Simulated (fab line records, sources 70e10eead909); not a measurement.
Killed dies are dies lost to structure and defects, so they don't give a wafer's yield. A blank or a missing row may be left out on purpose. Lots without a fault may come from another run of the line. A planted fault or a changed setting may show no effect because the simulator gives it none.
Which tool did it? | flow nand_harc | 12 lots, 36 wafers sampled, at 5 steps of a route of 1159

WHAT THE GAUGES READ, wafer by wafer
NHARC_A_M1_CD_MEAS_16.
lot  | measured     | on        | cd_nm (nm)
L994 | day 18 01:42 | cd_sem-01 | 119.1 119.4 118.2
L993 | day 18 02:44 | cd_sem-03 | 118.9 121.1 120.3
L100 | day 19 07:58 | cd_sem-01 | 119.5 121.7 120.5
L999 | day 20 03:14 | cd_sem-02 | 121.1 121.4 119.9
L101 | day 20 07:27 | cd_sem-03 | 118.2 120.9 119.5
L998 | day 20 11:35 | cd_sem-01 | 118.2 119.7 120.8
L105 | day 20 21:32 | cd_sem-03 | 120.6 119.7 118.8
L107 | day 21 08:45 | cd_sem-02 | 120.1 120.2 120.6
L106 | day 21 20:10 | cd_sem-01 | 120.5 121.2 119.7
L103 | day 21 20:51 | cd_sem-01 | 119.1 119.8 118.7
L114 | day 23 04:34 | cd_sem-01 | 120.0 120.5 120.2
L115 | day 23 14:34 | cd_sem-03 | 119.2 120.0 121.6

NHARC_A_BONDPAD_OVL_MEAS_35.
lot  | measured     | on         | overlay_x_nm (nm) | overlay_y_nm (nm)
L994 | day 18 06:28 | overlay-02 | 3 3 2             | -7 -7 -7
L993 | day 18 07:02 | overlay-01 | 0 0 0             | -3 -3 -3
L100 | day 19 12:21 | overlay-01 | 4 4 4             | -14 -13 -13
L999 | day 20 07:25 | overlay-02 | 4 3 4             | 4 5 4
L101 | day 20 11:52 | overlay-02 | -1 -1 -1          | -2 -2 -2
L998 | day 20 15:46 | overlay-01 | -3 -4 -3          | 8 8 9
L105 | day 21 02:01 | overlay-02 | -6 -6 -6          | -8 -9 -9
L107 | day 21 13:02 | overlay-02 | -13 -13 -13       | -2 0 -1
L106 | day 22 00:28 | overlay-01 | -7 -7 -7          | -2 -2 -2
L103 | day 22 01:06 | overlay-01 | 7 8 8             | -6 -6 -7
L114 | day 23 08:56 | overlay-01 | 3 4 4             | 5 5 5
L115 | day 23 18:43 | overlay-02 | 7 6 6             | -1 -1 -1

NHARC_END_SORT_01.
lot  | measured     | on        | defect_limited_yield (%) | killed_at_array | killed_at_other | killed_at_periphery | killed_dies | killed_open | killed_short | sort_bin_2_pct (%) | sort_bin_3_pct (%) | sort_bin_4_pct (%) | sort_n_pass | sort_rim_yield_pct (%) | sort_yield_pct (%)
L100 | day 20 21:31 | prober-02 | 93.2 93.8 95.9           | 33 35 23        | 6 6 1           | 7 1 4               | 46 42 28    | 6 3 0       | 0 2 1        | 2.2 2.4 1.0        | 0.44 0.44 0.30     | 4.1 3.4 2.8        | 631 635 649 | 97.2 99.1 96.2         | 93.2 93.8 95.9
L999 | day 21 13:20 | prober-02 | 95.4 94.5 95.7           | 25 30 25        | 0 2 0           | 6 5 4               | 31 37 29    | 3 5 4       | 3 3 2        | 1.6 1.9 1.2        | 0.30 0.15 0.44     | 2.7 3.4 2.7        | 646 640 648 | 98.1 99.1 97.2         | 95.4 94.5 95.7
L101 | day 22 01:18 | prober-01 | 95.3 93.1 93.1           | 29 37 44        | 3 3 1           | 0 7 2               | 32 47 47    | 2 1 4       | 1 3 2        | 2.7 1.6 1.3        | 0.30 0.59 0.44     | 1.8 4.7 5.2        | 645 630 630 | 98.1 92.5 98.1         | 95.3 93.1 93.1
L105 | day 22 09:46 | prober-01 | 94.8 94.8 95.1           | 33 32 26        | 1 0 0           | 1 3 7               | 35 35 33    | 4 5 6       | 3 1 1        | 1.5 1.6 1.9        | 0 0 0.15           | 3.7 3.5 2.8        | 642 642 644 | 95.3 96.2 95.3         | 94.8 94.8 95.1
L107 | day 22 19:11 | prober-01 | 95.4 94.5 95.1           | 24 29 22        | 1 2 1           | 6 6 10              | 31 37 33    | 2 4 5       | 3 1 1        | 1.5 1.9 2.4        | 0.15 0.44 0.15     | 3.0 3.1 2.4        | 646 640 644 | 98.1 97.2 96.2         | 95.4 94.5 95.1
L103 | day 23 06:19 | prober-01 | 97.6 97.2 96.8           | 11 17 18        | 0 0 0           | 5 2 4               | 16 19 22    | 3 4 1       | 2 4 0        | 0.1 0.7 0.6        | 0.15 0.15 0.30     | 2.1 1.9 2.4        | 661 658 655 | 99.1 95.3 98.1         | 97.6 97.2 96.8
L114 | day 24 19:20 | prober-02 | 0 0 0                    | 41 50 38        | 621 621 631     | 15 6 8              | 677 677 677 | 1 3 1       | 3 2 4        | 93.4 94.7 95.6     | 0.59 0.59 0.44     | 6.1 4.7 4.0        | 0 0 0       | 0 0 0                  | 0 0 0
L115 | day 25 03:16 | prober-01 | 0 0 0                    | 20 17 17        | 653 657 655     | 4 3 5               | 677 677 677 | 6 3 3       | 4 1 2        | 97.9 97.6 97.5     | 0 0.15 0           | 2.1 2.2 2.5        | 0 0 0       | 0 0 0                  | 0 0 0

WHICH TOOL RAN EACH LOT (tool, then ch and the chambers of the sampled wafers, then the start)
lot  | NHARC_A_BONDPAD_DESCUM_11          | NHARC_THIN_TSV_PVD_51
L994 | rie_diel-09 ch 0,1, day 18 06:36   | pvd_sputter-01, day 18 23:58
L993 | rie_diel-04 ch 1,2,3, day 18 07:11 | pvd_sputter-03, day 19 06:50
L100 | rie_diel-04 ch 0,1,3, day 19 12:29 | pvd_sputter-01, day 20 07:31
L999 | rie_diel-09 ch 0,1,3, day 20 07:32 | pvd_sputter-02, day 21 01:54
L101 | rie_diel-07 ch 0,2, day 20 12:01   | pvd_sputter-02, day 21 13:24
L998 | rie_diel-09 ch 0,1, day 20 15:53   | pvd_sputter-02, day 21 12:13
L105 | rie_diel-04 ch 0,1, day 21 02:08   | pvd_sputter-02, day 21 21:59
L107 | rie_diel-09 ch 0,2,3, day 21 13:10 | pvd_sputter-02, day 22 07:18
L106 | rie_diel-09 ch 0,2,3, day 22 00:36 | pvd_sputter-03, day 22 18:43
L103 | rie_diel-04 ch 0,1,3, day 22 01:14 | pvd_sputter-03, day 22 20:08
L114 | rie_diel-04 ch 2,3, day 23 09:04   | pvd_sputter-03, day 24 05:17
L115 | rie_diel-09 ch 2,3, day 23 18:50   | pvd_sputter-03, day 24 14:04
- NHARC_A_BONDPAD_DESCUM_11: chemistry O2, time 3 s.
- NHARC_THIN_TSV_PVD_51: deposits Cu, target thk 100 nm.

WHAT THE TOOLS THEMSELVES READ (means of the sampled wafers that have a number; where no wafer has one, the mark that the record gives instead)
NHARC_A_BONDPAD_DESCUM_11.
lot  | tool        | drypump_motor_current_A (A) | oes_product_au (a.u.) | rf_vpp_V (V) | showerhead_plenum_p_Torr (Torr) | throttle_valve_pct (%)
L994 | rie_diel-09 | 5.7                         | 1.000                 | 56.8         | 1.82                            | 11.318
L993 | rie_diel-04 | 5.4                         | 0.998                 | 57.8         | 1.96                            | 11.305
L100 | rie_diel-04 | 5.5                         | 1.001                 | 57.7         | 1.93                            | 11.316
L999 | rie_diel-09 | 5.8                         | 1.009                 | 58.3         | 1.83                            | 11.301
L101 | rie_diel-07 | 6.1                         | 0.984                 | 57.9         | 1.93                            | 11.303
L998 | rie_diel-09 | 6.1                         | 1.018                 | 58.0         | 1.80                            | 11.308
L105 | rie_diel-04 | 5.7                         | 1.002                 | 57.8         | 1.88                            | 11.315
L107 | rie_diel-09 | 5.5                         | 1.004                 | 56.9         | 1.83                            | 11.317
L106 | rie_diel-09 | 5.5                         | 1.007                 | 57.1         | 1.83                            | 11.314
L103 | rie_diel-04 | 5.5                         | 0.995                 | 57.6         | 1.92                            | 11.311
L114 | rie_diel-04 | 5.5                         | 1.011                 | 59.6         | 1.99                            | 11.320
L115 | rie_diel-09 | 5.6                         | 0.996                 | 57.6         | 1.82                            | 11.313

NHARC_THIN_TSV_PVD_51.
lot  | tool           | throttle_valve_pct (%)
L994 | pvd_sputter-01 | 30.3
L993 | pvd_sputter-03 | 29.5
L100 | pvd_sputter-01 | 30.1
L999 | pvd_sputter-02 | 29.7
L101 | pvd_sputter-02 | 30.9
L998 | pvd_sputter-02 | 30.7
L105 | pvd_sputter-02 | 30.9
L107 | pvd_sputter-02 | 31.2
L106 | pvd_sputter-03 | 31.0
L103 | pvd_sputter-03 | 30.0
L114 | pvd_sputter-03 | 28.9
L115 | pvd_sputter-03 | 29.7

THE ANSWER, worked out from the rows above alone
Rule: what is usual is taken from the lots themselves. Put in order of their means at a reading, lots are off if they are a third of the lots or fewer, leave a main group of 4 or more, and stand apart from it by a gap of 3 or more times the standard deviation of the main group's means; of several such gaps the widest counts. A main group whose means are all the same, to the digits that the tables above print for the reading, isn't used. A lot without any number at a reading at which 4 lots or more have one is off too. The other lots that the step has rows for count as sound. The gauges are gone through in route order, then the tools' own readings, and for those a lot's mean is taken as printed above. The first step at which some lot is off is used, and at that step the reading that is off furthest; a lot without a number counts as furthest.
Off: L114, L115, at NHARC_END_SORT_01 (killed_at_other). The main group: mean 1.5, standard deviation 1.5. Neither off nor sound, because the step has no rows for them: L994, L993, L998, L106.
A tool fits if, at a process step before that reading, it ran every lot that is off, and no sound lot after the first of them. The gauges at NHARC_END_SORT_01 are tried like those tools. One fits: pvd_sputter-03 at NHARC_THIN_TSV_PVD_51. Its last sound lot is L103 (day 22 20:08), its first lot that is off L114 (day 24 05:17): a fault that began between those two fits.

WHAT THE SIMULATOR HAD PUT IN
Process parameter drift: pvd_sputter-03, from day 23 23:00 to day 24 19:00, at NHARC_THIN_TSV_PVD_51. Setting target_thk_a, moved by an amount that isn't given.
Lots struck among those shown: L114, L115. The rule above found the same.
